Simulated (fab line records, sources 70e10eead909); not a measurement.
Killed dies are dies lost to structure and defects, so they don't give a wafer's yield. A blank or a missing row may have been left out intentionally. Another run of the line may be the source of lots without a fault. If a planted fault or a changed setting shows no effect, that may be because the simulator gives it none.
What tool caused it? :: flow nand harc :: 36 wafers from 12 lots sampled at 6 of the route's 1302 steps

## WHAT THE GAUGES READ, wafer by wafer
NHARC_P_GATE_INSPECT_68. Usual: raw defect count at 195, with a standard deviation of 62.
lot: L998
measured: day 6 10:16
on: defect inspect-02
raw defect count: 234 270 154
flag: 

lot: L103
measured: day 8 22:38
on: defect inspect-02
raw defect count: 280 248 336
flag: 

lot: L107
measured: day 10 05:22
on: defect inspect-01
raw defect count: 211 1554 223
flag: OFF

lot: L110
measured: day 11 23:57
on: defect inspect-02
raw defect count: 125 122 79
flag: 

lot: L111
measured: day 12 00:59
on: defect inspect-02
raw defect count: 203 316 406
flag: 

lot: L113
measured: day 13 01:32
on: defect inspect-01
raw defect count: 203 162 107
flag: 

lot: L114
measured: day 13 03:18
on: defect inspect-02
raw defect count: 324 114 155
flag: 

lot: L115
measured: day 13 18:49
on: defect inspect-01
raw defect count: 221 256 320
flag: 

lot: L116
measured: day 14 06:55
on: defect inspect-01
raw defect count: 163 252 164
flag: 

lot: L117
measured: day 14 12:52
on: defect inspect-02
raw defect count: 168 122 179
flag: 

lot: L118
measured: day 15 00:11
on: defect inspect-01
raw defect count: 154 161 334
flag: 

lot: L119
measured: day 15 11:07
on: defect inspect-02
raw defect count: 192 140 169
flag: 

NHARC_P_CONTACT_CD_MEAS_12 targets a cd of 90 nm. Usual: cd nm at 89.6 nm, with a standard deviation of 0.76.
lot: L998
measured: day 6 11:53
on: cd sem-01
cd nm (nm): 89.7 89.4 89.0
flag: 

lot: L103
measured: day 9 00:15
on: cd sem-02
cd nm (nm): 89.9 89.9 90.0
flag: 

lot: L107
measured: day 10 07:00
on: cd sem-02
cd nm (nm): 90.0 90.3 89.8
flag: 

lot: L110
measured: day 12 01:33
on: cd sem-03
cd nm (nm): 89.6 90.1 91.3
flag: 

lot: L111
measured: day 12 02:35
on: cd sem-03
cd nm (nm): 90.5 90.1 89.8
flag: 

lot: L113
measured: day 13 03:10
on: cd sem-02
cd nm (nm): 88.3 88.0 87.4
flag: 

lot: L114
measured: day 13 04:54
on: cd sem-03
cd nm (nm): 89.0 89.1 88.8
flag: 

lot: L115
measured: day 13 20:27
on: cd sem-01
cd nm (nm): 89.6 90.1 89.6
flag: 

lot: L116
measured: day 14 08:33
on: cd sem-02
cd nm (nm): 89.4 89.4 90.8
flag: 

lot: L117
measured: day 14 14:35
on: cd sem-02
cd nm (nm): 89.7 90.5 89.9
flag: 

lot: L118
measured: day 15 01:49
on: cd sem-03
cd nm (nm): 89.7 89.3 89.7
flag: 

lot: L119
measured: day 15 12:43
on: cd sem-02
cd nm (nm): 90.3 89.8 90.1
flag: 

NHARC_END_SORT_01. Usual: killed at array 59, standard deviation 19; killed at other 1.0, standard deviation 1.1; killed at periphery 3.8, standard deviation 2.4; killed dies 64, standard deviation 19; killed open 3.3, standard deviation 2; killed short 2.4, standard deviation 1.6.
lot: L107
measured: day 29 08:04
on: prober-01
killed at array: 57 63 52
killed at other: 0 1 1
killed at periphery: 1 89 6
killed dies: 58 153 59
killed open: 2 0 5
killed short: 0 1 1
flag: OFF

## EACH LOT AND THE TOOL THAT RAN IT (in order: tool; ch and the chambers of the sampled wafers; start)
lot: L998
NHARC_P_GATE_ALD_36: ald sin-02 ch 0,1,3, day 5 18:25
NHARC_P_GATE_STRIP_111: plasma asher-01 ch 0, day 6 04:14
NHARC_P_GATE_DESCUM_93: rie diel-06 ch 0,2,3, day 6 07:13

lot: L103
NHARC_P_GATE_ALD_36: ald sin-03 ch 0,2, day 8 05:28
NHARC_P_GATE_STRIP_111: plasma asher-02 ch 0,1, day 8 16:37
NHARC_P_GATE_DESCUM_93: rie diel-12 ch 0,2, day 8 19:35

lot: L107
NHARC_P_GATE_ALD_36: ald sin-02 ch 2,3, day 9 12:49
NHARC_P_GATE_STRIP_111: plasma asher-01 ch 0,1, day 9 23:43
NHARC_P_GATE_DESCUM_93: rie diel-01 ch 0,1,2, day 10 02:29

lot: L110
NHARC_P_GATE_ALD_36: ald sin-04 ch 0,2, day 11 06:43
NHARC_P_GATE_STRIP_111: plasma asher-01 ch 0,1, day 11 18:06
NHARC_P_GATE_DESCUM_93: rie diel-06 ch 0,2,3, day 11 21:00

lot: L111
NHARC_P_GATE_ALD_36: ald sin-03 ch 0,3, day 11 07:19
NHARC_P_GATE_STRIP_111: plasma asher-02 ch 0,1, day 11 18:53
NHARC_P_GATE_DESCUM_93: rie diel-01 ch 0,1,2, day 11 22:00

lot: L113
NHARC_P_GATE_ALD_36: ald sin-04 ch 0,2,3, day 12 09:12
NHARC_P_GATE_STRIP_111: plasma asher-02 ch 0,1, day 12 19:38
NHARC_P_GATE_DESCUM_93: rie diel-06 ch 1,2, day 12 22:35

lot: L114
NHARC_P_GATE_ALD_36: ald sin-03 ch 1,2,3, day 12 10:09
NHARC_P_GATE_STRIP_111: plasma asher-01 ch 0,1, day 12 21:18
NHARC_P_GATE_DESCUM_93: rie diel-06 ch 0,1,3, day 13 00:25

lot: L115
NHARC_P_GATE_ALD_36: ald sin-02 ch 0,1, day 13 01:42
NHARC_P_GATE_STRIP_111: plasma asher-01 ch 0,1, day 13 13:03
NHARC_P_GATE_DESCUM_93: rie diel-06 ch 0,1, day 13 15:55

lot: L116
NHARC_P_GATE_ALD_36: ald sin-04 ch 0,1,3, day 13 16:22
NHARC_P_GATE_STRIP_111: plasma asher-02 ch 0,1, day 14 01:13
NHARC_P_GATE_DESCUM_93: rie diel-01 ch 2,3, day 14 04:00

lot: L117
NHARC_P_GATE_ALD_36: ald sin-03 ch 1,2,3, day 13 20:54
NHARC_P_GATE_STRIP_111: plasma asher-01 ch 0,1, day 14 06:50
NHARC_P_GATE_DESCUM_93: rie diel-01 ch 0,2,3, day 14 09:57

lot: L118
NHARC_P_GATE_ALD_36: ald sin-02 ch 1,2,3, day 14 05:48
NHARC_P_GATE_STRIP_111: plasma asher-01 ch 0,1, day 14 15:55
NHARC_P_GATE_DESCUM_93: rie diel-06 ch 1,2,3, day 14 19:22

lot: L119
NHARC_P_GATE_ALD_36: ald sin-04 ch 0,1,3, day 14 19:14
NHARC_P_GATE_STRIP_111: plasma asher-01 ch 0,1, day 15 05:08
NHARC_P_GATE_DESCUM_93: rie diel-01 ch 0,2,3, day 15 08:13
- NHARC_P_GATE_ALD_36: deposits SiNx, target thk 20 nm, pulse time 60 s, ald cycles 223.
- NHARC_P_GATE_STRIP_111: strips in N2/H2, time 250 s.
- NHARC_P_GATE_DESCUM_93: chemistry O2, time 3 s.

## WHAT THE TOOLS THEMSELVES READ (means of the sampled wafers that have a number; where no wafer has one, the mark that the record gives instead)
NHARC_P_GATE_ALD_36. Usual: heater power w 803 W, standard deviation 80; precursor pulse height rel 1.002, standard deviation 0.019.
lot: L998
tool: ald sin-02
heater power w (W): 867
precursor pulse height rel: 1.004
flag: 

lot: L103
tool: ald sin-03
heater power w (W): 681
precursor pulse height rel: 0.996
flag: 

lot: L107
tool: ald sin-02
heater power w (W): 785
precursor pulse height rel: 1.006
flag: 

lot: L110
tool: ald sin-04
heater power w (W): 837
precursor pulse height rel: 1.020
flag: 

lot: L111
tool: ald sin-03
heater power w (W): 676
precursor pulse height rel: 0.989
flag: 

lot: L113
tool: ald sin-04
heater power w (W): 816
precursor pulse height rel: 1.003
flag: 

lot: L114
tool: ald sin-03
heater power w (W): 766
precursor pulse height rel: 0.988
flag: 

lot: L115
tool: ald sin-02
heater power w (W): 822
precursor pulse height rel: 1.005
flag: 

lot: L116
tool: ald sin-04
heater power w (W): 823
precursor pulse height rel: 0.975
flag: 

lot: L117
tool: ald sin-03
heater power w (W): 780
precursor pulse height rel: 0.997
flag: 

lot: L118
tool: ald sin-02
heater power w (W): 826
precursor pulse height rel: 0.999
flag: 

lot: L119
tool: ald sin-04
heater power w (W): 830
precursor pulse height rel: 1.000
flag: 

NHARC_P_GATE_STRIP_111. Usual: drypump motor current A 5.6 A, standard deviation 0.46; heater power w 88 W, standard deviation 7.2.
lot: L998
tool: plasma asher-01
drypump motor current A (A): 5.1
heater power w (W): 82
flag: 

lot: L103
tool: plasma asher-02
drypump motor current A (A): 6.1
heater power w (W): 86
flag: 

lot: L107
tool: plasma asher-01
drypump motor current A (A): 5.1
heater power w (W): 87
flag: 

lot: L110
tool: plasma asher-01
drypump motor current A (A): 5.2
heater power w (W): 92
flag: 

lot: L111
tool: plasma asher-02
drypump motor current A (A): 6.1
heater power w (W): 87
flag: 

lot: L113
tool: plasma asher-02
drypump motor current A (A): 6.1
heater power w (W): 87
flag: 

lot: L114
tool: plasma asher-01
drypump motor current A (A): 5.2
heater power w (W): 93
flag: 

lot: L115
tool: plasma asher-01
drypump motor current A (A): 5.2
heater power w (W): 92
flag: 

lot: L116
tool: plasma asher-02
drypump motor current A (A): 6.1
heater power w (W): 87
flag: 

lot: L117
tool: plasma asher-01
drypump motor current A (A): 5.3
heater power w (W): 92
flag: 

lot: L118
tool: plasma asher-01
drypump motor current A (A): 5.2
heater power w (W): 92
flag: 

lot: L119
tool: plasma asher-01
drypump motor current A (A): 5.3
heater power w (W): 91
flag: 

NHARC_P_GATE_DESCUM_93. Usual: drypump motor current A 6.0 A, standard deviation 0.38; oes product au 0.999 a.u., standard deviation 0.01; rf vpp V 57.4 V, standard deviation 0.96; showerhead plenum p Torr 1.85 Torr, standard deviation 0.092; throttle valve pct 11.312 %, standard deviation 0.0096.
lot: L998
tool: rie diel-06
drypump motor current A (A): 5.8
oes product au (a.u.): 1.003
rf vpp V (V): 56.9
showerhead plenum p Torr (Torr): 1.81
throttle valve pct (%): 11.318
flag: 

lot: L103
tool: rie diel-12
drypump motor current A (A): 6.1
oes product au (a.u.): 1.004
rf vpp V (V): 57.6
showerhead plenum p Torr (Torr): 1.97
throttle valve pct (%): 11.313
flag: 

lot: L107
tool: rie diel-01
drypump motor current A (A): 6.1
oes product au (a.u.): 0.999
rf vpp V (V): 57.3
showerhead plenum p Torr (Torr): 1.80
throttle valve pct (%): 11.309
flag: 

lot: L110
tool: rie diel-06
drypump motor current A (A): 5.7
oes product au (a.u.): 0.992
rf vpp V (V): 58.0
showerhead plenum p Torr (Torr): 1.81
throttle valve pct (%): 11.316
flag: 

lot: L111
tool: rie diel-01
drypump motor current A (A): 6.1
oes product au (a.u.): 1.002
rf vpp V (V): 56.5
showerhead plenum p Torr (Torr): 1.80
throttle valve pct (%): 11.321
flag: 

lot: L113
tool: rie diel-06
drypump motor current A (A): 5.8
oes product au (a.u.): 0.992
rf vpp V (V): 57.4
showerhead plenum p Torr (Torr): 1.80
throttle valve pct (%): 11.304
flag: 

lot: L114
tool: rie diel-06
drypump motor current A (A): 5.7
oes product au (a.u.): 1.004
rf vpp V (V): 56.3
showerhead plenum p Torr (Torr): 1.80
throttle valve pct (%): 11.309
flag: 

lot: L115
tool: rie diel-06
drypump motor current A (A): 5.8
oes product au (a.u.): 0.999
rf vpp V (V): 56.9
showerhead plenum p Torr (Torr): 1.79
throttle valve pct (%): 11.312
flag: 

lot: L116
tool: rie diel-01
drypump motor current A (A): 5.8
oes product au (a.u.): 0.999
rf vpp V (V): 57.5
showerhead plenum p Torr (Torr): 1.86
throttle valve pct (%): 11.303
flag: 

lot: L117
tool: rie diel-01
drypump motor current A (A): 5.8
oes product au (a.u.): 0.990
rf vpp V (V): 56.9
showerhead plenum p Torr (Torr): 1.88
throttle valve pct (%): 11.308
flag: 

lot: L118
tool: rie diel-06
drypump motor current A (A): 5.7
oes product au (a.u.): 0.992
rf vpp V (V): 56.6
showerhead plenum p Torr (Torr): 1.80
throttle valve pct (%): 11.323
flag: 

lot: L119
tool: rie diel-01
drypump motor current A (A): 5.7
oes product au (a.u.): 0.999
rf vpp V (V): 57.2
showerhead plenum p Torr (Torr): 1.88
throttle valve pct (%): 11.314
flag: 

## THE ANSWER, worked out from the rows above alone
Rule: a lot counts as off when the mean over its wafers that have a number is more than 3 standard deviations away from the usual mean. Also off: a lot with no number at a reading for which 4 or more lots have one. Where the step has rows for the other lots, those lots are counted as sound. The gauges are gone through in route order, then the tools' own readings, and for those a lot's mean is taken as printed above. The first step at which some lot is off is used, and at that step the reading that is off furthest; a lot without a number counts as furthest.
Off, at NHARC_P_GATE_INSPECT_68 on raw defect count: L107.
If a tool, at a process step before that reading, ran all the lots that are off and no sound lot after the first of them, it fits. Not tried: the gauges at NHARC_P_GATE_INSPECT_68; whatever is off there is also off at NHARC_END_SORT_01, on other tools, and gauge error can't account for it. None of those tried fits.

## WHAT HAD BEEN PUT IN BY THE SIMULATOR
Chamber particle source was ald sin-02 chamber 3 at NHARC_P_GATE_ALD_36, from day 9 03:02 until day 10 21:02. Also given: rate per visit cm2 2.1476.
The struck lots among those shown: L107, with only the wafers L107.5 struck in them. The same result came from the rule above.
